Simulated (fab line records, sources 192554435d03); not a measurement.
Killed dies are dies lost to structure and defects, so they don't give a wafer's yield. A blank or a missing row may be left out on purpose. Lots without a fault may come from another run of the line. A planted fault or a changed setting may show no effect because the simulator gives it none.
Chamber matching | flow n5_finfet | N5_BEOL_M6_ETCH_65 on rie_diel-01: 4 sister chambers
The step etches SiARC in CF4, target depth 15.6 nm, time 26 s. 8 wafers are shown with their chamber, then 9 later ones without.

WAFERS WITH THEIR CHAMBER
wafer  | chamber | drypump_motor_current_A (A) | throttle_valve_pct (%)
L080.4 | 2       | 6.3                         | 15.68
L081.3 | 2       | 6.4                         | 15.68
L083.3 | 3       | 5.3                         | 15.70
L083.4 | 1       | 6.1                         | 15.97
L083.5 | 3       | 5.3                         | 15.69
L088.1 | 0       | 5.4                         | 15.46
L088.5 | 0       | 5.5                         | 15.42
L088.6 | 1       | 6.1                         | 16.01

WAFERS WITHOUT THEIR CHAMBER
wafer  | drypump_motor_current_A (A) | throttle_valve_pct (%)
L090.1 | 5.3                         | 15.21
L090.2 | 5.5                         | 15.44
L090.6 | 5.5                         | 15.45
L095.2 | 6.1                         | 16.03
L095.4 | 5.3                         | 15.24
L095.5 | 5.5                         | 15.46
L097.1 | 5.3                         | 15.26
L097.4 | 5.4                         | 15.49
L097.6 | 6.4                         | 15.23

WHICH CHAMBER EACH WENT THROUGH
wafer  | from the rows above     | in truth
L090.1 | 0                       | 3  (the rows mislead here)
L090.2 | 0                       | 0
L090.6 | 0                       | 0
L095.2 | 1                       | 1
L095.4 | 0                       | 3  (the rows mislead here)
L095.5 | 0                       | 0
L097.1 | 0                       | 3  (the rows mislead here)
L097.4 | 0                       | 0
L097.6 | can't be placed: 0 or 2 | 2
Placed correctly: 5 of 9. Can't be placed from these rows: 1 (the true chamber is among the candidates in 1). Placed wrongly: 3.
How it was worked out, from the rows above alone: a wafer's distance from a chamber is the root of the sum, over the readings, of the square of ((its reading less the chamber's mean) divided by the reading's scatter). The wafer belongs to the nearest chamber; if the next one is less than 2 further off, it can't be placed. A chamber's mean is the mean of its shown wafers. The scatter: the root of (the sum of the squares of (reading less its chamber's mean) over the shown wafers, divided by (wafers less chambers)).
